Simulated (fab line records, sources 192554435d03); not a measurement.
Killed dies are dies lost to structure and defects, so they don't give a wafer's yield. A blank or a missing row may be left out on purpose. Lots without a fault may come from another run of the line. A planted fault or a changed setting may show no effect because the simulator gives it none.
Split-lot experiment | flow n5_finfet | 7 lots, 21 wafers read, on a route of 1938 steps

THE SPLIT
At N5_BEOL_M12_ETCH_68 (etches SOC in N2/H2, time 285 s), the setting time_s was moved away from the recipe's 285 s on 6 of the 21 wafers read, by -11.6% to +15.9%. The other wafers ran this setting at the recipe's value.

The reading is taken at the split's own step.

THE READING
SiARC_of_BEOL_M12_COAT_66.thk_nm (the simulator's own value, which no gauge read), in nm, at N5_BEOL_M12_ETCH_68 (etches SOC in N2/H2, time 285 s). The file gives no usual value for it. The 15 wafers here that ran the recipe average 85.8 nm, standard deviation 0.51 nm.

wafer  | tool, chamber at the split | time_s as run, s | against the recipe | SiARC_of_BEOL_M12_COAT_66.thk_nm, nm | against lot-mates on the recipe
L079.1 | rie_diel-05, 2             | 285              | recipe             | 85.2                                 | -
L079.2 | rie_diel-05, 3             | 285              | recipe             | 85                                   | -
L079.6 | rie_diel-05, 2             | 285              | recipe             | 85.4                                 | -
L080.2 | rie_diel-01, 2             | 330.3            | +15.9%             | 82                                   | -3.3
L080.3 | rie_diel-01, 0             | 285              | recipe             | 85                                   | -
L080.5 | rie_diel-01, 2             | 285              | recipe             | 85.6                                 | -
L082.2 | rie_diel-05, 2             | 285              | recipe             | 86                                   | -
L082.3 | rie_diel-05, 0             | 313.8            | +10.1%             | 83.8                                 | -2.0
L082.5 | rie_diel-05, 0             | 285              | recipe             | 85.6                                 | -
L085.1 | rie_diel-06, 1,3           | 285              | recipe             | 86.2                                 | -
L085.5 | rie_diel-06, 1,3           | 285              | recipe             | 86.2                                 | -
L085.2 | rie_diel-06, 0             | 285              | recipe             | 86.6                                 | -
L093.2 | rie_diel-01, 3             | 251.9            | -11.6%             | 89.2                                 | +2.8
L093.4 | rie_diel-01, 2             | 251.9            | -11.6%             | 89                                   | +2.6
L093.5 | rie_diel-01, 3             | 285              | recipe             | 86.4                                 | -
L094.1 | rie_diel-01, 2             | 285              | recipe             | 86.2                                 | -
L094.5 | rie_diel-01, 2             | 285              | recipe             | 86.2                                 | -
L094.3 | rie_diel-01, 0             | 285              | recipe             | 85.2                                 | -
L097.2 | rie_diel-05, 3             | 307.3            | +7.8%              | 83.6                                 | -2.0
L097.3 | rie_diel-05, 0             | 307.3            | +7.8%              | 83.8                                 | -1.8
L097.6 | rie_diel-05, 3             | 285              | recipe             | 85.6                                 | -
Where a row lists several chambers, the file gives one row for several wafers and doesn't say which wafer went through which chamber.

THE FIT
A straight line over all 21 wafers: SiARC_of_BEOL_M12_COAT_66.thk_nm changes by -0.255 nm for each +1% of time_s; r = -0.95; the points scatter about the line by 0.49 nm.
The same after taking each lot's own level away (the mean of its wafers on the recipe; 21 wafers): -0.221 nm for each +1%; r = -0.98; scatter 0.27 nm.
On that fit, the largest move of time_s shifts the reading by 3.5 nm.
The lots' own levels span 85.20 to 86.40 nm, that is 2.3 times the standard deviation above.
So the lot-to-lot level changes the slope: the two fits differ.
Check: with one of the wafers moved furthest among these (+15.9%) left out of the fit, the line predicts -3.61 nm for it against its lot-mates. It came out at -3.3 nm against them.

OTHER SPLITS ON THESE WAFERS
These wafers also went through other splits before the reading. Each is held against what the fit with the lots' levels taken away leaves over:
other split on the same wafers | wafers away from the commonest value | r with SiARC_of_BEOL_M12_COAT_66.thk_nm (lot level and that fit taken away)
N5_BEOL_M11_ETCH_62 bias_w     | 5                                    | +0.15
N5_BEOL_M11_COAT_22 spin_rpm   | 6                                    | +0.05
N5_BEOL_M12_COAT_22 spin_rpm   | 9                                    | +0.00

THE FILE'S OWN FIT
SiARC_of_BEOL_M12_COAT_66.thk_nm changes by -0.216 nm for each +1% of time_s, r = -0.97.
